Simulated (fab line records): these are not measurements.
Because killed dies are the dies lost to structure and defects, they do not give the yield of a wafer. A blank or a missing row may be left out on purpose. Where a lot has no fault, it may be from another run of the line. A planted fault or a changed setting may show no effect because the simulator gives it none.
Problem report in the 8D (eight disciplines) form, filled by code / flow n5Finfet / the parts of the form that need people (team, actions taken, sign-off) are left out

## 1. THE PROBLEM
N5_FIN_CUT_INSPECT_17, rawDefectCount: mean 860 over 1 wafer from 1 lot; wafers with no fault: 241, standard deviation 62. That puts it +10 standard deviations away from the usual mean.
The step: inspects for defects (brightfield).
Earliest sighting: wafer L518.2 on defectInspect-02 at day 3 15:52. The record has a number at this step for 26 wafers belonging to 9 lots. By rule, "out" or "out of limits" means more than 4 standard deviations away from the usual mean. All remaining wafers that have a number are taken as sound.

## 2. WHAT IT IS, WHAT IT ISN'T
question=which readings at this step | is=rawDefectCount | is not=-
question=which lots | is=L518 | is not=L512, L513, L516, L517, L530, L532, L534, L535
question=which wafers of those lots | is=L518.2 | is not=L518.4, L518.5
question=read on which gauges | is=defectInspect-02 | is not=defectInspect-01
question=when | is=from day 3 15:52 | is not=up to then (13 sound wafers); but 12 sound wafers of L530, L532, L534, L535 came after

## 3. WHAT RULES OUT EACH SUSPECT
Counting: if a tool at a process step up to the reading ran every lot that is out, it stays a suspect. Sound lots after the first of them don't rule it out here, since some wafers of a struck lot are sound.
- the gauge at N5_FIN_CUT_INSPECT_17: ruled out. All the wafers that are out were read on defectInspect-02, but those of them that N5_PASSIVATION_PROBE_49 has rows for are out there too, on other tools.
- rieDiel-05 at N5_FIN_CUT_ETCH_20 (etches SiARC in CF4, target depth 26 nm, time 43.3 s): kept. It ran the lot that is out, L518 (day 3 14:51); its last sound lot up to then is L513 (day 2 07:58).
- rieDiel-05 at N5_FIN_CUT_CUT_ETCH_27 (etches SiO2 in CHF3/O2, target depth 4 nm, overetch 2 nm, time 4.9 s): kept. It ran the lot that is out, L518 (day 3 15:17); its last sound lot up to then is L513 (day 2 08:24).
- rieSi-03 at N5_FIN_CUT_CUT_ETCH_15 (etches Si in HBr/Cl2/O2, target depth 100 nm, bt time 10 s, time 42.4 s): kept. It ran the lot that is out, L518 (day 3 15:26); its last sound lot up to then is L517 (day 3 10:02).
- In rieDiel-05 at N5_FIN_CUT_ETCH_20, the wafers that are out were processed in chamber 1 and their sound lot-mates in chambers 0, 2.
- In rieDiel-05 at N5_FIN_CUT_CUT_ETCH_27, the wafers that are out were processed in chamber 1 and their sound lot-mates in chambers 0, 2.
- In rieSi-03 at N5_FIN_CUT_CUT_ETCH_15, the wafers that are out were processed in chamber 0 and their sound lot-mates in chambers 1, 3.
The count leaves rieDiel-05 at N5_FIN_CUT_ETCH_20, rieDiel-05 at N5_FIN_CUT_CUT_ETCH_27, and rieSi-03 at N5_FIN_CUT_CUT_ETCH_15.

## 4. THE CAUSE (what the simulator had put in)
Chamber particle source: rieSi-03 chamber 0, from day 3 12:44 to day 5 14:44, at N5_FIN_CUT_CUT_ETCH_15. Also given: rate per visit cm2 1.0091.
After counting, 3 suspects remain, this tool included.

## 5. SEQUENCE OF EFFECTS, ordered by route
Each row: a reading whose mean over the struck wafers that have a number lies more than 3 standard deviations from the usual. Scope: only readings with a usual standard deviation given in the record; hours: median across lots of the time from each lot's start at the first step in this table that gives one to its start at this step; sigmas: change in usual standard deviations.
hours=0; step=N5_FIN_CUT_INSPECT_17; reading=rawDefectCount; usual=241; on struck wafers=860; change=+619; sigmas=+10
hours=227; step=N5_PASSIVATION_PROBE_49; reading=defectLimitedYield; usual=91.2 %; on struck wafers=86.5; change=-4.7; sigmas=-3.1
hours=227; step=N5_PASSIVATION_PROBE_49; reading=killedAtFrontEnd; usual=41; on struck wafers=109; change=+68; sigmas=+6.2
hours=227; step=N5_PASSIVATION_PROBE_49; reading=killedDies; usual=104; on struck wafers=159; change=+55; sigmas=+3.1
hours=227; step=N5_PASSIVATION_PROBE_49; reading=sort_bin_5_function; usual=5.1 %; on struck wafers=8.6; change=+3.5; sigmas=+3.2
hours=227; step=N5_PASSIVATION_PROBE_49; reading=sortNPass; usual=1076; on struck wafers=1021; change=-55; sigmas=-3.1
hours=227; step=N5_PASSIVATION_PROBE_49; reading=sortYieldPct; usual=91.2 %; on struck wafers=86.5; change=-4.7; sigmas=-3.1
Here are the process steps it includes:
- N5_PASSIVATION_PROBE_49
At these later measuring or inspecting steps, every struck wafer for which the step has a row has a number for every such reading, and none has moved that far: N5_BEOL_M4_RC_MEAS_101.

## 6. HOW IT WOULD HAVE BEEN CAUGHT EARLIER
The first out-of-limits reading at a measuring or inspecting step in this record came at day 3 15:52, 3 hours after the fault's start at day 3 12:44.
Of the tool readings at N5_FIN_CUT_CUT_ETCH_15 for which the record gives a usual standard deviation, none was out on any struck wafer, so an alarm limit of 4 standard deviations on them would not have fired.
By day 3 15:52, every lot that is out (1) had started N5_FIN_CUT_CUT_ETCH_15 on rieSi-03. Had the tool been put on hold then, not one of them would have been saved.
